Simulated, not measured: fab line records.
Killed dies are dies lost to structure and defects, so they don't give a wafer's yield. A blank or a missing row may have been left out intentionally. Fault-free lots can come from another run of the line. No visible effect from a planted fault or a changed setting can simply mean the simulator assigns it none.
Chamber matching ; flow nand-harc ; NHARC_A_STAIRCASE_DESCUM_291 on rie-diel-13: 4 sister chambers
The step chemistry O2, time 3 s. 14 wafers are shown with their chamber, then 7 later ones without.

## EACH WAFER AND ITS CHAMBER
wafer;chamber;showerhead-plenum-p-Torr (Torr);drypump-motor-current-A (A);oes-product-au (a.u.)
L074.2;2;1.88;5.0;0.994
L074.4;0;1.81;6.1;1.002
L074.6;3;2.06;6.2;0.983
L077.3;2;1.88;5.0;0.990
L077.5;3;2.06;6.1;0.983
L077.6;2;1.88;5.0;0.979
L081.1;3;2.05;6.1;1.001
L081.4;1;1.86;6.0;0.987
L081.5;1;1.86;6.0;0.990
L084.1;1;1.86;6.0;0.983
L084.2;3;2.05;6.1;1.002
L084.6;0;1.81;6.2;1.017
L086.1;1;1.86;6.0;0.981
L086.2;2;1.87;5.0;0.982

SIGNATURES (averages over the wafers above)
reading;chamber 0;chamber 1;chamber 2;chamber 3;scatter within a chamber
showerhead-plenum-p-Torr;1.8100;1.8600;1.8775;2.0550;0.00418
drypump-motor-current-A;6.150;6.000;5.000;6.125;0.0354
oes-product-au;1.00950;0.98525;0.98625;0.99225;0.00805
Rule: for each reading, subtract the chamber's mean from the wafer's reading, divide by that reading's scatter and square the result; add these up over the readings and take the root, which gives the wafer's distance from the chamber. If the next closest chamber is less than 2 further off than the closest, the wafer can't be placed; otherwise it belongs to the closest. The scatter: take each reading less its chamber's mean, square it, sum over the shown wafers, divide by the number of wafers less the number of chambers, and take the root.

## WAFERS WHOSE CHAMBER IS MISSING
wafer;showerhead-plenum-p-Torr (Torr);drypump-motor-current-A (A);oes-product-au (a.u.)
L086.6;1.81;6.2;1.026
L088.1;1.87;5.0;0.982
L088.3;2.05;6.1;0.996
L088.5;1.81;6.2;1.015
L092.3;1.87;5.0;0.989
L092.5;1.86;6.0;0.979
L092.6;1.87;5.0;0.973

## WHICH CHAMBER EACH ONE RAN IN
wafer;from the rows above;in truth
L086.6;0;0
L088.1;2;2
L088.3;3;3
L088.5;0;0
L092.3;2;2
L092.5;1;1
L092.6;2;2
Placed correctly: 7 of 7. From these rows, 0 cannot be placed. Number placed wrongly: 0.
